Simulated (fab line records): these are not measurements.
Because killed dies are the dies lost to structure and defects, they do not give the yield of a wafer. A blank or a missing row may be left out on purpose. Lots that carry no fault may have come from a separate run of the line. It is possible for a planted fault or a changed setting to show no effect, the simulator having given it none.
Problem report, 8D (eight disciplines) form, completed by code	flow n5_finfet	the parts of the form that need people (team, actions taken, sign-off) are left out

== 1. PROBLEM STATEMENT ==
M6_ILD_THK at N5_BEOL_M6_THK_MEAS_01 reads a mean of 164.5 nm on 1 wafer of 1 lot; wafers without a fault read 154.8 nm with a standard deviation of 2.1. That puts it +4.6 standard deviations away from the usual mean.
Seen first at day 13 04:41 on film_metro-02, wafer L307.5. The record has a number at this step for 32 wafers belonging to 11 lots. Rule for "out" (also "out of limits"): further than 4 standard deviations from the usual mean. Any other wafer with a number is counted as sound.

== 2. WHAT THIS IS AND IS NOT ==
question	is	is not
which readings at this step	M6_ILD_THK	-
which lots	L307	L290, L291, L292, L294, L295, L297, L298, L299, L301, L304
which wafers of those lots	L307.5	L307.4
read on which gauges	film_metro-02	film_metro-01
when	from day 13 04:41	up to then (31 sound wafers)

== 3. WHAT RULES OUT EACH SUSPECT ==
Counting: a tool at a process step up to the reading stays a suspect if it ran every lot that is out. Sound lots after the first of them don't rule it out here, since some wafers of a struck lot are sound.
- the gauge at N5_BEOL_M6_THK_MEAS_01: kept. All the wafers that are out were read on film_metro-02, and no step on other tools shows them out.
- pvd_sputter-03 at N5_BEOL_M5_ANNEAL_49 (time 1800 s): kept. L307, the lot that is out, went through it at day 12 22:43; up to then, the latest sound lot through it was L295 at day 10 00:50.
- pvd_sputter-03 at N5_BEOL_M5_ANNEAL_89 (time 1800 s): kept. L307, the lot that is out, went through it at day 13 01:59; up to then, the latest sound lot through it was L295 at day 10 04:05.
- cvd_co-01 at N5_BEOL_M5_PRE_CLEAN_77 (time 15 s): kept. L307, the lot that is out, went through it at day 13 03:50; up to then, the latest sound lot through it was L297 at day 11 11:22.
- pecvd-03 at N5_BEOL_M6_ILD_DEP_00 (deposits SiCOH lowk from DEMS/porogen, target thk 179.75 nm, time 33.4 s): kept. L307, the lot that is out, went through it at day 13 04:07; up to then, the latest sound lot through it was L297 at day 11 11:39.
- Within cvd_co-01 at N5_BEOL_M5_PRE_CLEAN_77, the wafers that are out were processed in chamber 1 and their sound lot-mates in chamber 2.
- Within pecvd-03 at N5_BEOL_M6_ILD_DEP_00, the wafers that are out were processed in chamber 0 and their sound lot-mates in chamber 2.
Left after counting: pvd_sputter-03 at N5_BEOL_M5_ANNEAL_49, pvd_sputter-03 at N5_BEOL_M5_ANNEAL_89, cvd_co-01 at N5_BEOL_M5_PRE_CLEAN_77, pecvd-03 at N5_BEOL_M6_ILD_DEP_00, film_metro-02 at N5_BEOL_M6_THK_MEAS_01.

== 4. THE CAUSE (what the simulator had put in) ==
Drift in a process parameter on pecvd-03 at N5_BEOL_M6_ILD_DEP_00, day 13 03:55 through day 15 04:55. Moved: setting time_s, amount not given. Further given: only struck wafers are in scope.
Of the 5 suspects that counting leaves, this tool is one.

== 5. SEQUENCE OF EFFECTS, ordered by route ==
One row per reading whose mean, taken over the struck wafers that have a number, lies over 3 standard deviations from the usual. Scope: only readings with a usual standard deviation given in the record; hours: median across lots of the time from each lot's start at the first step in this table that gives one to its start at this step; sigmas: change in usual standard deviations.
hours	step	reading	usual	on struck wafers	change	sigmas
0	N5_BEOL_M6_THK_MEAS_01	M6_ILD_THK	154.8 nm	164.5	+9.7	+4.6

== 6. HOW IT WOULD HAVE BEEN CAUGHT EARLIER ==
In this record the first reading out of limits at a measuring or inspecting step was taken at day 13 04:41, 1 hour after the fault began at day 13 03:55.
Of the tool readings at N5_BEOL_M6_ILD_DEP_00 for which the record gives a usual standard deviation, none was out on any struck wafer, so an alarm limit of 4 standard deviations on them would not have fired.
Each of the lots that are out, 1 in all, had begun N5_BEOL_M6_ILD_DEP_00 on pecvd-03 no later than day 13 04:41. None of them would have been spared by holding the tool at that moment.
